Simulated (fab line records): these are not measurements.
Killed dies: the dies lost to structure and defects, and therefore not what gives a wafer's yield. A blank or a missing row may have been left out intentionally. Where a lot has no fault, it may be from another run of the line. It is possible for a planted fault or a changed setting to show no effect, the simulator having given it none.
Which tool was responsible?    flow n5 finfet    Sampling: 11 lots, 33 wafers, 3 of 1938 route steps

== WHAT THE GAUGES READ, wafer by wafer ==
N5_BEOL_M15_CD_MEAS_17 targets a cd of 360 nm.
lot   measured      on         cd nm (nm)
L413  day 12 09:22  cd sem-01  361.3 361.4 362.2
L416  day 12 17:59  cd sem-02  361.9 364.3 361.8
L418  day 12 20:26  cd sem-02  359.9 360.0 361.3
L414  day 12 22:55  cd sem-01  358.7 357.7 359.5
L417  day 13 10:49  cd sem-01  364.8 363.7 362.4
L420  day 13 19:10  cd sem-02  361.4 361.1 360.7
L426  day 17 11:49  cd sem-02  362.3 359.8 361.5
L432  day 18 03:01  cd sem-02  357.7 360.2 362.1
L430  day 18 15:47  cd sem-01  361.0 360.6 361.6
L436  day 19 00:25  cd sem-01  359.7 360.4 360.0
L435  day 19 20:25  cd sem-03  360.3 360.9 360.9

== EACH LOT AND THE TOOL THAT RAN IT (in order: tool; ch and the chambers of the sampled wafers; start) ==
lot   N5_BEOL_M14_ANNEAL_48             N5_BEOL_M15_VIA_ETCH_16
L413  rtp anneal-02 ch 0, day 12 07:26  rie diel-03 ch 0,2, day 12 08:58
L416  rtp anneal-01 ch 0, day 12 15:19  rie diel-02 ch 0,3, day 12 17:34
L418  rtp anneal-02 ch 0, day 12 18:26  rie diel-03 ch 0,2,3, day 12 20:01
L414  rtp anneal-01 ch 0, day 12 20:53  rie diel-02 ch 1,3, day 12 22:30
L417  rtp anneal-01 ch 0, day 13 08:46  rie diel-06 ch 1,2,3, day 13 10:24
L420  rtp anneal-02 ch 0, day 13 17:01  rie diel-06 ch 0,2,3, day 13 18:45
L426  rtp anneal-01 ch 0, day 17 09:45  rie diel-03 ch 0,2, day 17 11:25
L432  rtp anneal-02 ch 0, day 18 00:59  rie diel-06 ch 0,1, day 18 02:34
L430  rtp anneal-02 ch 0, day 18 13:37  rie diel-02 ch 0,2, day 18 15:23
L436  rtp anneal-01 ch 0, day 18 22:29  rie diel-06 ch 0,2, day 19 00:00
L435  rtp anneal-02 ch 0, day 19 18:32  rie diel-06 ch 0,1,3, day 19 20:00
- N5_BEOL_M14_ANNEAL_48: time 90 s.
- N5_BEOL_M15_VIA_ETCH_16: etches SiO2 in C4F8/O2/Ar, target depth 1792.2 nm.

== THE ANSWER, worked out from the rows above alone ==
Rule: usual is defined by the lots themselves. Put in order of their means at a reading, lots are off if they are a third of the lots or fewer, leave a main group of 4 or more, and stand apart from it by a gap of 3 or more times the standard deviation of the main group's means; of several such gaps the widest counts. A main group whose means are all the same, to the digits that the tables above print for the reading, isn't used. Also off: a lot with no number at a reading for which 4 or more lots have one. Where the step has rows for the other lots, those lots are counted as sound.
Across all readings shown, no lot is off: no conclusion can be drawn from this.

== WHAT THE SIMULATOR PUT IN ==
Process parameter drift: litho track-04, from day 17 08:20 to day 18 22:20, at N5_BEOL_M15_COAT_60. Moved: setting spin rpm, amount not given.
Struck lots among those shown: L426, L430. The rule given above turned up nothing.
